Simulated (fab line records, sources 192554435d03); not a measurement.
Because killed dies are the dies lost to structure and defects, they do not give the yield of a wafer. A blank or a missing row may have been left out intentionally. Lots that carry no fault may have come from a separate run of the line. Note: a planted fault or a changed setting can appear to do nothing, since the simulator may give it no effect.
Chamber matching :: flow n5_finfet :: N5_BEOL_M9_CURE_72 on uv_cure-01: 3 sister chambers
The step cures SiCOH lowk, time 120 s. 14 wafers are shown with their chamber, then 7 later ones without.

EACH WAFER AND ITS CHAMBER
wafer: L075.2
chamber: 0
lamp_power_pct (%): 52.38
wafer_temp_C_max: 371.6

wafer: L075.4
chamber: 0
lamp_power_pct (%): 52.34
wafer_temp_C_max: 371.5

wafer: L075.5
chamber: 0
lamp_power_pct (%): 52.34
wafer_temp_C_max: 371.7

wafer: L084.3
chamber: 1
lamp_power_pct (%): 52.46
wafer_temp_C_max: 371.7

wafer: L084.5
chamber: 1
lamp_power_pct (%): 52.36
wafer_temp_C_max: 370.9

wafer: L084.6
chamber: 1
lamp_power_pct (%): 52.29
wafer_temp_C_max: 371.4

wafer: L086.4
chamber: 1
lamp_power_pct (%): 52.20
wafer_temp_C_max: 371.2

wafer: L086.5
chamber: 1
lamp_power_pct (%): 52.30
wafer_temp_C_max: 371.7

wafer: L086.6
chamber: 1
lamp_power_pct (%): 52.37
wafer_temp_C_max: 370.9

wafer: L089.1
chamber: 2
lamp_power_pct (%): 52.27
wafer_temp_C_max: 371.5

wafer: L089.4
chamber: 2
lamp_power_pct (%): 52.30
wafer_temp_C_max: 371.5

wafer: L089.6
chamber: 2
lamp_power_pct (%): 52.30
wafer_temp_C_max: 370.8

wafer: L090.1
chamber: 1
lamp_power_pct (%): 52.33
wafer_temp_C_max: 371.6

wafer: L090.3
chamber: 1
lamp_power_pct (%): 52.21
wafer_temp_C_max: 371.6

SIGNATURES (means of the wafers above)
reading: lamp_power_pct
chamber 0: 52.3533
chamber 1: 52.3150
chamber 2: 52.2900
scatter within a chamber: 0.0695

reading: wafer_temp_C_max
chamber 0: 371.600
chamber 1: 371.375
chamber 2: 371.267
scatter within a chamber: 0.322
Rule: distance of a wafer from a chamber = root of the sum over the readings of ((wafer's reading minus chamber's mean) / reading's scatter) squared. If the next closest chamber is less than 2 further off than the closest, the wafer can't be placed; otherwise it belongs to the closest. How the scatter is found: for the shown wafers, subtract from each reading the mean of its chamber, square and add these, divide the total by (wafers less chambers), then take the root.

WAFERS MISSING THEIR CHAMBER
wafer: L090.6
lamp_power_pct (%): 52.37
wafer_temp_C_max: 371.1

wafer: L092.4
lamp_power_pct (%): 52.28
wafer_temp_C_max: 370.7

wafer: L092.5
lamp_power_pct (%): 52.37
wafer_temp_C_max: 371.0

wafer: L092.6
lamp_power_pct (%): 52.31
wafer_temp_C_max: 371.0

wafer: L094.2
lamp_power_pct (%): 52.30
wafer_temp_C_max: 371.1

wafer: L094.5
lamp_power_pct (%): 52.32
wafer_temp_C_max: 371.4

wafer: L094.6
lamp_power_pct (%): 52.37
wafer_temp_C_max: 371.1

WHICH CHAMBER EACH WENT THROUGH
wafer: L090.6
from the rows above: can't be placed: 1 or 2 or 0
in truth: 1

wafer: L092.4
from the rows above: can't be placed: 2 or 1 or 0
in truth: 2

wafer: L092.5
from the rows above: can't be placed: 1 or 2 or 0
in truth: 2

wafer: L092.6
from the rows above: can't be placed: 2 or 1 or 0
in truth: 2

wafer: L094.2
from the rows above: can't be placed: 2 or 1 or 0
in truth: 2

wafer: L094.5
from the rows above: can't be placed: 1 or 2 or 0
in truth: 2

wafer: L094.6
from the rows above: can't be placed: 1 or 2 or 0
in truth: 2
Correctly placed: 0 of 7. Can't be placed from these rows: 7 (the true chamber is among the candidates in 7). Number placed wrongly: 0.
